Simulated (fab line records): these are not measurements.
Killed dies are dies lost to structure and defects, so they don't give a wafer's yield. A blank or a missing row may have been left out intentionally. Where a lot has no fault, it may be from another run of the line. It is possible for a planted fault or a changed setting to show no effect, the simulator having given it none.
Struck lot and sound lot, side by side :: flow n5-finfet :: 22 steps out of a route of 1938
Sound: the wafers L147.1, L147.2, L147.5. Wafers struck: L150.1, L150.3, L150.5. The cause is named last.
Each step with rows lists, per side, the tool, then ch with its chambers, then its first start. Under that, the readings that differ: sound wafers :: struck wafers :: difference of the means :: sigmas: that difference in standard deviations of wafers without a fault.
alike: same words and numbers on both sides, and readings whose means sit less than 2 such deviations apart. not compared: any withheld reading, any reading some wafer has no value for, any bound like >300 that may hide the same value, and any number with overlapping values for which the record gives no deviation.
A row with sigmas, a row that says differs or no value, or rows on one side alone: a step with any of these is where the two part. Non-overlapping numbers with no deviation appear without sigmas and do not part them. Lack of a reading on every wafer of one side parts them only where that side has two or more wafers.

first, 11 steps without rows for these wafers: N5_BEOL_M2_DESCUM_16 (chemistry O2, time 7 s); N5_BEOL_M2_ETCH_74 (etches underlayer in N2/H2, target depth 6.5 nm, time 5.2 s); N5_BEOL_M2_ETCH_63 (etches SiARC in CF4, target depth 15.6 nm, time 26 s); N5_BEOL_M2_ETCH_64 (etches SOC in N2/H2, target depth 75 nm, overetch 22.5 nm, time 121.9 s); N5_BEOL_M2_STRIP_65 (strips in N2/H2); N5_BEOL_M2_STRIP_75 (strips in N2/H2); N5_BEOL_M2_STRIP_66 (strips in CF4); N5_BEOL_M2_HM_OPEN_17 (chemistry Cl2/BCl3, target TiN, target depth 20 nm, overetch 6 nm); N5_BEOL_M2_STRIP_19 (strips in O2); N5_BEOL_M2_COAT_67 (time 60 s, resist thk 60 nm); N5_BEOL_M2_COAT_68 (time 60 s, resist thk 12 nm).
N5_BEOL_M2_COAT_76: time 60 s, resist thk 5 nm.
  sound on litho-track-02 ch 0, day 7 06:44; struck on litho-track-02 ch 0, day 7 23:33
reading: spin-speed-rpm (rpm)
sound: 1500.2 1497.4 1498.5
struck: 1464.7 1466.3 1464.4
difference: -33.6
sigmas: -34
then, 7 steps without rows for these wafers: N5_BEOL_M2_COAT_22 (resist thk 30 nm); N5_BEOL_M2_EBR_24; N5_BEOL_M2_SOFTBAKE_23 (time 60 s); N5_BEOL_M2_EXPOSE_25 (exposes mask V1, defocus 5 nm); N5_BEOL_M2_PEB_26 (peb time 60 s); N5_BEOL_M2_DEVELOP_27 (develop time 30 s); N5_BEOL_M2_DESCUM_33 (chemistry O2, time 7 s).
N5_BEOL_M2_ETCH_77: etches underlayer in N2/H2, target depth 6.5 nm, time 5.2 s.
  sound on rie-diel-01 ch 0,1, day 7 08:09; struck on rie-diel-01 ch 0,3, day 8 00:07
reading: model.etch.depth-nm (nm)
sound: 5.011 5.02 5.018
struck: 5.081 5.066 5.071
difference: +0.056
sigmas: 
  alike: drypump-motor-current-A, etch-rf-on-time-s, oes-product-au, rf-vpp-V, showerhead-plenum-p-Torr, throttle-valve-pct
  not compared: rf-hours-counter-h
then, 1 step without rows for these wafers: N5_BEOL_M2_ETCH_69 (etches SiARC in CF4, target depth 15.6 nm, time 26 s).
N5_BEOL_M4_RC_MEAS_101:
  sound on prober-01 ch 0, day 8 15:10; struck on prober-02 ch 0, day 9 09:36
  alike: DIBL_N, DIBL_P, IOFF_N, IOFF_P, ION_N, ION_P, SS_N, SS_P, VT_N, VT_P

WHERE THEY PART
N5_BEOL_M2_COAT_76 only, going by this record. Later steps at which nothing parts them and some readings are alike: N5_BEOL_M2_ETCH_77, N5_BEOL_M4_RC_MEAS_101.

WHY: the cause the simulator had injected
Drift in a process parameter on litho-track-02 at N5_BEOL_M2_COAT_76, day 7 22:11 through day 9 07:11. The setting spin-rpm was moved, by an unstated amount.
